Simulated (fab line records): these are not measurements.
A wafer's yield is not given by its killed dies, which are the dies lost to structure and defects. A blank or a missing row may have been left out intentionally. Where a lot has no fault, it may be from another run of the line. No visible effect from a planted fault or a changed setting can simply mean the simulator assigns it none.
A lot that was struck, set against a sound lot    flow n5_finfet    15 out of 1938 route steps
Sound: these wafers, L491.1, L491.2, L491.6. Struck: wafer L496.6. (L496.4 of the same lot was not struck and is left out.) The cause comes at the end.
Per side, at each step with rows, come the tool, then ch with its chambers, and then its first start. Under that, the readings that differ: sound wafers    struck wafers    difference of the means    sigmas: that difference in standard deviations of wafers without a fault.
alike: readings whose means differ by less than 2 such deviations, and words and numbers that are the same on both sides. not compared: withheld readings, readings that some wafer has no value for, bounds like >300 that may hide the same value, and numbers for which the record gives no deviation and whose values overlap.
The two part at a step that has a row with sigmas, a row that says differs or no value, or rows on one side only. Non-overlapping numbers with no deviation appear without sigmas and do not part them. Lack of a reading on every wafer of one side parts them only where that side has two or more wafers.

N5_MOL_CONTACT_COAG_INSPECT_97: inspects for defects (darkfield).
  struck on defect_inspect-02, day 9 00:13; sound on defect_inspect-02, day 7 16:03
  alike: raw_defect_count
then, 2 steps without rows for these wafers: N5_BEOL_M0_SAQP_PECVD_00 (deposits SiCN from 3MS/NH3, target thk 8 nm, time 14 s); N5_BEOL_M0_SAQP_ILD_DEP_01 (deposits SiOC from DEMS/O2, target thk 45.419 nm, time 8.7 s).
N5_BEOL_M0_SAQP_HM_DEP_02: deposits TiN, target thk 12 nm.
  struck on pvd_sputter-02, day 9 01:07; sound on pvd_sputter-02, day 7 16:43
  alike: throttle_valve_pct
N5_BEOL_M0_SAQP_PECVD_03: deposits SiCN from 3MS/NH3, target thk 12 nm, time 21.1 s.
  sound on pecvd-02 ch 0,2, day 7 16:50; struck on pecvd-04 ch 2, day 9 01:15
  alike: showerhead_plenum_p_Torr, throttle_valve_pct
N5_BEOL_M0_SAQP_PECVD_96: deposits a-Si from SiH4/He, target thk 45 nm, time 45.2 s.
  sound on pecvd-02 ch 0,2, day 7 16:52; struck on pecvd-04 ch 2, day 9 01:17
  alike: heater_power_w, showerhead_plenum_p_Torr, throttle_valve_pct
N5_BEOL_M0_SAQP_PECVD_97: deposits SiNx from SiH4/NH3/N2, target thk 23 nm, time 19.9 s.
  sound on pecvd-02 ch 0,2, day 7 16:55; struck on pecvd-04 ch 2, day 9 01:20
  alike: heater_power_w, showerhead_plenum_p_Torr, throttle_valve_pct
then, 1 step without rows for these wafers: N5_BEOL_M0_SAQP_PECVD_04 (deposits a-Si from SiH4/He, target thk 60 nm, time 60.2 s).
N5_BEOL_M0_SAQP_THK_MEAS_05:
  struck on film_metro-01, day 9 01:27; sound on film_metro-02, day 7 17:02
  alike: thk_nm
N5_BEOL_M0_SAQP_HM_DEP_111: deposits SiO2 from SiH4/N2O, target thk 12 nm, time 7.2 s.
  sound on pecvd-04 ch 0,1,2, day 7 17:05; struck on pecvd-01 ch 0, day 9 01:31
  alike: heater_power_w, showerhead_plenum_p_Torr
then, 1 step without rows for these wafers: N5_BEOL_M0_SAQP_COAT_81 (time 60 s, resist thk 100 nm).
N5_BEOL_M0_SAQP_COAT_82: time 60 s, resist thk 30 nm.
  sound on litho_track-03 ch 0, day 7 17:10; struck on litho_track-05 ch 0, day 9 01:34
reading                   sound              struck  difference  sigmas
heater_power_total_W (W)  424.6 425.6 429.7  525.3   +98.7       +45
run_length_s (s)          66.59 66.60 66.84  49.77   -16.91      -94
  alike: spin_speed_rpm
  not compared: plate_temp_C
then, 1 step without rows for these wafers: N5_BEOL_M0_SAQP_COAT_08 (resist thk 90 nm).
-- the record jumps here: 3 days lie between the struck wafers' starts before and after (it left off in module BEOL_M0_SAQP and takes up again in module BEOL_M4, whose first step shown is number 1111 of the route) --
N5_BEOL_M4_RC_MEAS_101:
  sound on prober-01 ch 0, day 10 17:58; struck on prober-02 ch 0, day 12 05:02
reading    sound           struck  difference  sigmas
VT_P (mV)  -245 -244 -254  -257    -9          -2
  alike: DIBL_N, DIBL_P, IOFF_N, IOFF_P, ION_N, ION_P, SS_N, SS_P, VT_N
-- record jumps: 4 days separate the struck wafers' starts on either side; left off in module BEOL_M4, taken up again in module PASSIVATION, whose first shown step is the route's number 1936 --
N5_PASSIVATION_PROBE_49:
  struck on prober-02, day 16 15:04; sound on prober-02, day 15 09:25
  alike: defect_limited_yield, killed_at_M0_to_M3, killed_at_M4_up, killed_at_contacts, killed_at_front_end, killed_at_other, killed_dies, killed_open, killed_short, sort_bin_5_function, sort_bin_6_memory, sort_n_pass, sort_yield_pct

== WHERE THEY PART ==
Earliest at N5_BEOL_M0_SAQP_COAT_82; latest, in this record, at N5_BEOL_M4_RC_MEAS_101. Later steps at which nothing parts them and some readings are alike: N5_PASSIVATION_PROBE_49.

WHY: what the simulator had put in
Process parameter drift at N5_BEOL_M0_SAQP_COAT_82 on litho_track-05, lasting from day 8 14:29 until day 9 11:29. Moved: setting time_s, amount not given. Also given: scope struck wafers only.
